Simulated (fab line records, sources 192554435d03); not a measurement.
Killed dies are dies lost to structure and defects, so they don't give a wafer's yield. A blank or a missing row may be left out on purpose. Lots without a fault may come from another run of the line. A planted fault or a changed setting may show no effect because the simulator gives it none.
Split-lot experiment | flow n5_finfet | 7 lots, 21 wafers read, on a route of 1938 steps

THE SPLIT
At N5_BEOL_M6_HM_DEP_02 (deposits TiN, target thk 20 nm), the setting target_thk_a was moved away from the recipe's 200 angstrom on 7 of the 21 wafers read, by -6.1% to +9.2%. The other wafers ran this setting at the recipe's value.

FROM THE SPLIT TO THE READING: what the file shows between them, 16 steps
- N5_BEOL_M6_EXPOSE_08: exposes mask M6 (also split here: dose_mj)
- N5_BEOL_M6_PEB_09: peb time 60 s
- N5_BEOL_M6_DEVELOP_10: develop time 30 s
- N5_BEOL_M6_CD_MEAS_11: target cd 38.5 nm
- N5_BEOL_M6_DESCUM_16: chemistry O2, time 7.9 s
- N5_BEOL_M6_ETCH_61: etches SiARC in CF4, target depth 45.5 nm, time 75.8 s
- N5_BEOL_M6_ETCH_62: etches SOC in N2/H2, target depth 110 nm, overetch 22 nm, time 165 s
- N5_BEOL_M6_STRIP_68: strips in N2/H2
- N5_BEOL_M6_STRIP_67: strips in CF4
- N5_BEOL_M6_HM_OPEN_17: chemistry Cl2/BCl3, target TiN, target depth 20 nm, overetch 6 nm
- N5_BEOL_M6_STRIP_19: strips in O2
- N5_BEOL_M6_CD_MEAS_18: pitch 80 nm, target cd 40 nm
- N5_BEOL_M6_COAT_63: time 60 s, resist thk 60 nm
- N5_BEOL_M6_COAT_64: time 60 s, resist thk 12 nm
- N5_BEOL_M6_STRIP_76: strips in C4F6/O2
- N5_BEOL_M6_STRIP_36: strips in N2/H2

THE READING
TiN_of_BEOL_M6_HM_DEP_02.thk_nm (the simulator's own value, which no gauge read), in nm, at N5_BEOL_M6_TRENCH_ETCH_37 (etches SiCOH lowk in C4F6/O2, target depth 94.435 nm, time 31.5 s). The file gives no usual value for it. The 14 wafers here that ran the recipe average 17.2 nm, standard deviation 0.32 nm.

wafer  | tool, chamber at the split | target_thk_a as run, angstrom | against the recipe | TiN_of_BEOL_M6_HM_DEP_02.thk_nm, nm | against lot-mates on the recipe
L075.1 | pvd_sputter-03, -          | 187.8                         | -6.1%              | 16                                  | -1.5
L075.2 | pvd_sputter-03, -          | 200                           | recipe             | 17.4                                | -
L075.5 | pvd_sputter-03, -          | 200                           | recipe             | 17.6                                | -
L081.1 | pvd_sputter-02, -          | 212.8                         | +6.4%              | 18.4                                | no lot-mate on the recipe
L081.5 | pvd_sputter-02, -          | 212.8                         | +6.4%              | 18.4                                | no lot-mate on the recipe
L081.2 | pvd_sputter-02, -          | 212.8                         | +6.4%              | 18.6                                | no lot-mate on the recipe
L084.1 | pvd_sputter-03, -          | 200                           | recipe             | 17                                  | -
L084.3 | pvd_sputter-03, -          | 200                           | recipe             | 16.8                                | -
L084.6 | pvd_sputter-03, -          | 200                           | recipe             | 16.8                                | -
L089.3 | pvd_sputter-03, -          | 200                           | recipe             | 17.4                                | -
L089.5 | pvd_sputter-03, -          | 200                           | recipe             | 17                                  | -
L089.6 | pvd_sputter-03, -          | 200                           | recipe             | 17.2                                | -
L092.3 | pvd_sputter-02, -          | 200                           | recipe             | 17.8                                | -
L092.4 | pvd_sputter-02, -          | 200                           | recipe             | 17.2                                | -
L092.5 | pvd_sputter-02, -          | 200                           | recipe             | 17.4                                | -
L094.1 | pvd_sputter-02, -          | 200                           | recipe             | 17.4                                | -
L094.3 | pvd_sputter-02, -          | 191.5                         | -4.2%              | 17.2                                | -0.2
L094.6 | pvd_sputter-02, -          | 191.5                         | -4.2%              | 16.6                                | -0.8
L096.1 | pvd_sputter-01, -          | 200                           | recipe             | 16.6                                | -
L096.3 | pvd_sputter-01, -          | 218.3                         | +9.2%              | 18.8                                | +2.0
L096.6 | pvd_sputter-01, -          | 200                           | recipe             | 17                                  | -

THE FIT
A straight line over all 21 wafers: TiN_of_BEOL_M6_HM_DEP_02.thk_nm changes by +0.172 nm for each +1% of target_thk_a; r = +0.89; the points scatter about the line by 0.33 nm.
The same after taking each lot's own level away (the mean of its wafers on the recipe; 18 wafers): +0.203 nm for each +1%; r = +0.94; scatter 0.24 nm.
On that fit, the largest move of target_thk_a shifts the reading by 1.9 nm.
The lots' own levels span 16.80 to 17.50 nm, that is 2.2 times the standard deviation above.
So the lot-to-lot level changes the slope: the two fits differ.
Check: with one of the wafers moved furthest among these (+9.2%) left out of the fit, the line predicts +1.71 nm for it against its lot-mates. It came out at +2 nm against them.

OTHER SPLITS ON THESE WAFERS
These wafers also went through other splits before the reading. Each is held against what the fit with the lots' levels taken away leaves over:
other split on the same wafers | wafers away from the commonest value | r with TiN_of_BEOL_M6_HM_DEP_02.thk_nm (lot level and that fit taken away)
N5_BEOL_M5_EXPOSE_08 dose_mj   | 9                                    | -0.13
N5_BEOL_M5_EXPOSE_25 dose_mj   | 4                                    | +0.08
N5_BEOL_M6_EXPOSE_08 dose_mj   | 7                                    | -0.28

THE WHOLE CHAIN: every reading that the file lists as answering this split, in the file's order
step                      | what it does                                                      | reading                                                                          | change (the file's fit)               | r (the file's)
N5_BEOL_M6_HM_DEP_02      | deposits TiN, target thk 20 nm                                    | TiN_of_BEOL_M6_HM_DEP_02.thk_nm (the simulator's own value, which no gauge read) | +0.195 nm for each +1% of the setting | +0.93
N5_BEOL_M6_HM_OPEN_17     | chemistry Cl2/BCl3, target TiN, target depth 20 nm, overetch 6 nm | etch.depth_nm (the simulator's own value, which no gauge read)                   | +0.211 nm for each +1% of the setting | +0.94
N5_BEOL_M6_TRENCH_ETCH_37 | etches SiCOH lowk in C4F6/O2, target depth 94.435 nm, time 31.5 s | TiN_of_BEOL_M6_HM_DEP_02.thk_nm (the simulator's own value, which no gauge read) | +0.213 nm for each +1% of the setting | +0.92

THE FILE'S OWN FIT
TiN_of_BEOL_M6_HM_DEP_02.thk_nm changes by +0.213 nm for each +1% of target_thk_a, r = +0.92.
